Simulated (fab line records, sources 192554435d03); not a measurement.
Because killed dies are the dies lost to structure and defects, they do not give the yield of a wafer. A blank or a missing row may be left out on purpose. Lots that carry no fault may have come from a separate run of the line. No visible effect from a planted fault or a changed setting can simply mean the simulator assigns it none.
Matching of chambers | flow n5 finfet | N5_GATE_CUT_ETCH_58 on rie diel-02 has 4 sister chambers
The step etches SiNx in CH3F/O2, target depth 17 nm, time 128.6 s. 16 wafers are shown with their chamber, then 8 later ones without.

WAFERS WITH THEIR CHAMBER
wafer  | chamber | showerhead plenum p Torr (Torr) | drypump motor current A (A) | throttle valve pct (%)
L075.2 | 0       | 2.05                            | 5.6                         | 16.57
L075.5 | 3       | 2.00                            | 6.0                         | 16.57
L075.6 | 0       | 2.05                            | 5.6                         | 16.58
L078.4 | 0       | 2.05                            | 5.5                         | 16.58
L078.5 | 1       | 2.01                            | 5.4                         | 16.25
L078.6 | 3       | 2.00                            | 6.0                         | 16.60
L079.1 | 1       | 2.01                            | 5.4                         | 16.24
L079.3 | 3       | 2.00                            | 6.0                         | 16.59
L079.5 | 0       | 2.05                            | 5.6                         | 16.59
L081.1 | 0       | 2.05                            | 5.6                         | 16.61
L081.4 | 1       | 2.00                            | 5.3                         | 16.26
L081.5 | 0       | 2.05                            | 5.6                         | 16.61
L090.2 | 2       | 2.13                            | 6.2                         | 16.04
L090.3 | 1       | 2.00                            | 5.4                         | 16.29
L090.5 | 2       | 2.13                            | 6.2                         | 16.05
L092.2 | 3       | 1.99                            | 6.0                         | 16.65

SIGNATURES (means of the wafers above)
reading                  | chamber 0 | chamber 1 | chamber 2 | chamber 3 | scatter within a chamber
showerhead plenum p Torr | 2.0500    | 2.0050    | 2.1300    | 1.9975    | 0.00382
drypump motor current A  | 5.583     | 5.375     | 6.200     | 6.000     | 0.0363
throttle valve pct       | 16.5900   | 16.2600   | 16.0450   | 16.6025   | 0.023
Rule: for each reading, subtract the chamber's mean from the wafer's reading, divide by that reading's scatter and square the result; add these up over the readings and take the root, which gives the wafer's distance from the chamber. If the next closest chamber is less than 2 further off than the closest, the wafer can't be placed; otherwise it belongs to the closest. How the scatter is found: for the shown wafers, subtract from each reading the mean of its chamber, square and add these, divide the total by (wafers less chambers), then take the root.

WAFERS WITHOUT THEIR CHAMBER
wafer  | showerhead plenum p Torr (Torr) | drypump motor current A (A) | throttle valve pct (%)
L092.4 | 2.12                            | 6.2                         | 16.07
L092.5 | 2.04                            | 5.5                         | 16.20
L094.2 | 2.04                            | 5.6                         | 16.19
L094.3 | 1.99                            | 6.0                         | 16.66
L094.5 | 2.00                            | 5.4                         | 16.28
L095.2 | 2.04                            | 5.6                         | 16.18
L095.4 | 2.00                            | 5.4                         | 16.30
L095.5 | 2.00                            | 5.4                         | 16.28

CHAMBER TAKEN BY EACH
wafer  | from the rows above | in truth
L092.4 | 2                   | 2
L092.5 | 1                   | 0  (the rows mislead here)
L094.2 | 1                   | 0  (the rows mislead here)
L094.3 | 3                   | 3
L094.5 | 1                   | 1
L095.2 | 1                   | 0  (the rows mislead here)
L095.4 | 1                   | 1
L095.5 | 1                   | 1
Correct placement for 5 of the 8. From these rows, 0 cannot be placed. Number placed wrongly: 3.
